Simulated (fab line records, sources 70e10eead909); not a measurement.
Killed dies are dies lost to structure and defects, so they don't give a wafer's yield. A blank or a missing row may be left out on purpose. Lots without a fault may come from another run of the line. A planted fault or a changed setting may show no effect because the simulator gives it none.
Problem report in the 8D (eight disciplines) form, filled by code | flow nand_harc | the parts of the form that need people (team, actions taken, sign-off) are left out

1. THE PROBLEM
killed_at_array at NHARC_END_SORT_01 reads a mean of 671 on 6 wafers of 2 lots; wafers without a fault read 56 with a standard deviation of 17. That is +36 standard deviations from the usual mean.
First seen on wafer L453.3, day 29 09:58, on prober-01. The record holds 6 wafers of 2 lots with a number at this step. Rule for "out", or "out of limits": more than 4 standard deviations from the usual mean. The other wafers with a number count as sound.

2. WHAT IT IS AND WHAT IT IS NOT
question                    | is                           | is not
which readings at this step | killed_at_array, killed_dies | killed_at_other, killed_short
which lots                  | L453, L454                   | -
which wafers of those lots  | all that have a number       | -
read on which gauges        | prober-01, prober-02         | -
when                        | from day 29 09:58            | up to then (0 sound wafers)

3. SUSPECTS, AND WHAT RULES EACH OUT
Counting: a tool at a process step up to the reading stays a suspect if it ran every lot that is out and no sound lot after the first of them.
- the gauge at NHARC_END_SORT_01: ruled out. The wafers that are out were read on 2 gauges (prober-01, prober-02).
- rie_diel-11 at NHARC_A_CONTACT_STRIP_82 (strips in O2): kept. It ran every lot that is out, first L453 (day 27 04:12), and no sound lot after that.
Left after counting: rie_diel-11 at NHARC_A_CONTACT_STRIP_82.

4. THE CAUSE (what the simulator had put in)
Skipped step whole: rie_diel-11, from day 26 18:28 on, at NHARC_A_CONTACT_STRIP_82. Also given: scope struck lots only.
Counting left only this tool.

5. THE CHAIN OF EFFECTS, in route order
Each row: a reading whose mean over the struck wafers that have a number lies more than 3 standard deviations from the usual. Only readings for which the record gives a usual standard deviation are gone through. hours: the time from each lot's start at the first step in this table that gives one to its start at this step, as a median over the lots. sigmas: the change in usual standard deviations.
hours | step              | reading         | usual | on struck wafers | change | sigmas
0     | NHARC_END_SORT_01 | killed_at_array | 56    | 671              | +615   | +36
0     | NHARC_END_SORT_01 | killed_dies     | 61    | 677              | +616   | +36
Readings that are blank on the struck wafers while sound wafers have them: chamber_pressure_mTorr at NHARC_A_CONTACT_STRIP_82; drypump_motor_current_A at NHARC_A_CONTACT_STRIP_82; oes_product_au at NHARC_A_CONTACT_STRIP_82; rf_vpp_V at NHARC_A_CONTACT_STRIP_82; showerhead_plenum_p_Torr at NHARC_A_CONTACT_STRIP_82; throttle_valve_pct at NHARC_A_CONTACT_STRIP_82.

6. WHAT WOULD HAVE CAUGHT IT SOONER
In this record the first reading out of limits at a measuring or inspecting step was taken at day 29 09:58, 63 hours after the fault began at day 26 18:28.
At NHARC_A_CONTACT_STRIP_82 the tool's readings are blank on the struck wafers, where sound wafers have them: an empty tool record is the first sign, and it was there at once.
All the lots that are out (2) had begun NHARC_A_CONTACT_STRIP_82 on rie_diel-11 by day 29 09:58. A hold on the tool at that time would have spared none of them.
